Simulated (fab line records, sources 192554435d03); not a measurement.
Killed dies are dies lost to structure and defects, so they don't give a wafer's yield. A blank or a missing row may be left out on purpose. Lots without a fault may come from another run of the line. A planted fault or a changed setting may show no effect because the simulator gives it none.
A struck lot beside a sound one | flow n5_finfet | 15 steps out of a route of 1938
Sound: wafers L984.2, L984.3, L984.6. Struck: wafer L994.3. (L994.4, L994.5 of the same lot were not struck and are left out.) The cause comes at the end.
At each step with rows: each side's tool, then ch and its chambers, then its first start. Under that, the readings that differ: sound wafers | struck wafers | difference of the means | sigmas: that difference in standard deviations of wafers without a fault.
alike: readings whose means differ by less than 2 such deviations, and words and numbers that are the same on both sides. not compared: withheld readings, readings that some wafer has no value for, bounds like >300 that may hide the same value, and numbers for which the record gives no deviation and whose values overlap.
The two part at a step that has a row with sigmas, a row that says differs or no value, or rows on one side only. Numbers that don't overlap but have no deviation are shown without sigmas and don't part them. A reading that every wafer of one side lacks parts them only if that side has two wafers or more.

N5_HKMG_FIN_CD_MEAS_12: target cd 92.8 nm.
  sound on cd_sem-01 ch 0, day 5 07:35; struck on cd_sem-01 ch 0, day 7 20:48
  alike: cd_nm
N5_HKMG_FIN_OVL_MEAS_13:
  sound on overlay-02 ch 0, day 5 07:37; struck on overlay-02 ch 0, day 7 20:50
  reading       | sound          | struck | difference | sigmas
  NWFM_OVL (nm) | -0.3 -0.8 -1.6 | 0.7    | +1.6       | +2
N5_HKMG_FIN_INSPECT_14: inspects for defects (macro).
  sound on defect_inspect-01, day 5 07:38; struck on defect_inspect-01, day 7 20:52
  alike: raw_defect_count
N5_HKMG_FIN_DESCUM_17: chemistry O2, time 7.9 s.
  sound on rie_diel-02 ch 0,2,3, day 5 07:40; struck on rie_diel-06 ch 3, day 7 21:02
  alike: drypump_motor_current_A, oes_product_au, rf_vpp_V, showerhead_plenum_p_Torr, throttle_valve_pct
  not compared: rf_hours_counter_h
N5_HKMG_FIN_ETCH_31: etches SiARC in CF4, target depth 45.5 nm, time 75.8 s.
  sound on rie_diel-02 ch 0,2,3, day 5 07:43; struck on rie_diel-06 ch 3, day 7 21:05
  alike: cf4_flow_sccm, drypump_motor_current_A, etch_rf_on_time_s, oes_product_au, rf_vpp_V, showerhead_plenum_p_Torr, throttle_valve_pct
  not compared: rf_hours_counter_h
N5_HKMG_FIN_ETCH_32: etches SOC in N2/H2, target depth 240 nm, time 300 s.
  sound on rie_diel-02 ch 0,2,3, day 5 07:46; struck on rie_diel-06 ch 3, day 7 21:08
  alike: drypump_motor_current_A, oes_product_au, rf_vpp_V, showerhead_plenum_p_Torr, throttle_valve_pct
  not compared: rf_hours_counter_h
then, 2 steps without rows for these wafers: N5_HKMG_FIN_STRIP_33 (strips in N2/H2); N5_HKMG_FIN_STRIP_34 (strips in CF4).
N5_HKMG_FIN_ETCH_35: etches SOC in N2/H2, target depth 215.8 nm, time 243.4 s.
  sound on rie_diel-02 ch 0,2,3, day 5 07:59; struck on rie_diel-06 ch 3, day 7 21:20
  alike: drypump_motor_current_A, oes_product_au, rf_vpp_V, showerhead_plenum_p_Torr, throttle_valve_pct
  not compared: rf_hours_counter_h
then, 2 steps without rows for these wafers: N5_HKMG_FIN_STRIP_92 (strips SOC in N2/H2, time 20 s); N5_HKMG_FIN_WET_ETCH_18 (etches TiN in SC1, time 55 s, target depth 5.2 nm, rinse time 30 s).
N5_HKMG_FIN_STRIP_19: strips in N2/H2, time 360 s.
  sound on plasma_asher-02 ch 0,1, day 5 08:16; struck on plasma_asher-01 ch 0, day 7 21:46
  reading                     | sound       | struck | difference | sigmas
  drypump_motor_current_A (A) | 5.3 5.2 5.3 | 6.4    | +1.1       | +2
  alike: heater_power_w
  not compared: rf_hours_counter_h
N5_HKMG_FIN_ALD_91: deposits TiN, target thk 1 nm, pulse time 1 s, purge time 3 s.
  sound on ald_metal-04 ch 0,1, day 5 08:39; struck on ald_metal-03 ch 1, day 7 22:01
  reading                      | sound | struck | difference | sigmas
  co_reactant_pulse_time_s (s) | 2 2 2 | 1.4835 | -0.5165    |
  alike: heater_power_w, precursor_pulse_height_rel
then, 1 step without rows for these wafers: N5_HKMG_FIN_COAT_85 (time 60 s, resist thk 300 nm).
-- the record jumps here: 9 days lie between the struck wafers' starts before and after (it left off in module HKMG_FIN and takes up again in module PASSIVATION, whose first step shown is number 1936 of the route) --
N5_PASSIVATION_PROBE_49:
  the record has rows for the struck wafers here (prober-01, day 16 13:49) and none for the sound ones

WHERE THEY PART
First at N5_HKMG_FIN_OVL_MEAS_13; last, within this record, at N5_PASSIVATION_PROBE_49.

WHY: what the simulator had put in
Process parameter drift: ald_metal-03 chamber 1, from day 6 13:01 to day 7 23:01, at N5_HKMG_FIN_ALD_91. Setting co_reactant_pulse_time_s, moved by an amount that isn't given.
